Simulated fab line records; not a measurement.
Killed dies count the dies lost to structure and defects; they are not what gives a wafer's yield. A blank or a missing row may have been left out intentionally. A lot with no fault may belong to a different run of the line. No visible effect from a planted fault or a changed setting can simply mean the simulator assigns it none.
Chamber matching ; flow n5-finfet ; uv-cure-03 running N5_BEOL_M11_CURE_71: 3 sister chambers
The step cures SiCOH lowk, time 240 s. 6 wafers are shown with their chamber, then 7 later ones without.

## EACH WAFER AND ITS CHAMBER
wafer;chamber;wafer_temp_C_max;lamp-power-pct (%)
L083.5;1;386.6;52.33
L083.6;1;386.6;52.29
L085.4;2;387.2;52.30
L085.6;2;387.9;52.45
L088.1;0;388.0;52.30
L088.4;0;387.4;52.23

## WAFERS WHOSE CHAMBER IS MISSING
wafer;wafer_temp_C_max;lamp-power-pct (%)
L088.5;388.5;52.46
L095.1;388.0;52.29
L095.3;387.5;52.27
L095.6;387.5;52.38
L097.1;387.9;52.29
L097.3;387.3;52.40
L097.6;387.2;52.27

## WHICH CHAMBER EACH WENT THROUGH
wafer;from the rows above;in truth
L088.5;can't be placed: 2 or 0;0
L095.1;can't be placed: 0 or 2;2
L095.3;can't be placed: 0 or 2 or 1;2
L095.6;can't be placed: 2 or 0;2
L097.1;can't be placed: 0 or 2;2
L097.3;can't be placed: 2 or 0 or 1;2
L097.6;can't be placed: 0 or 1 or 2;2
Placed correctly: 0 of 7. These rows do not allow placing 7 (true chamber among the candidates in 7). 0 placed wrongly.
How it was worked out, from the rows above alone: a wafer's distance from a chamber is the root of the sum, over the readings, of the square of ((its reading less the chamber's mean) divided by the reading's scatter). The wafer belongs to the nearest chamber; if the next one is less than 2 further off, it can't be placed. Each chamber's mean is taken over the wafers shown for it. How the scatter is found: for the shown wafers, subtract from each reading the mean of its chamber, square and add these, divide the total by (wafers less chambers), then take the root.
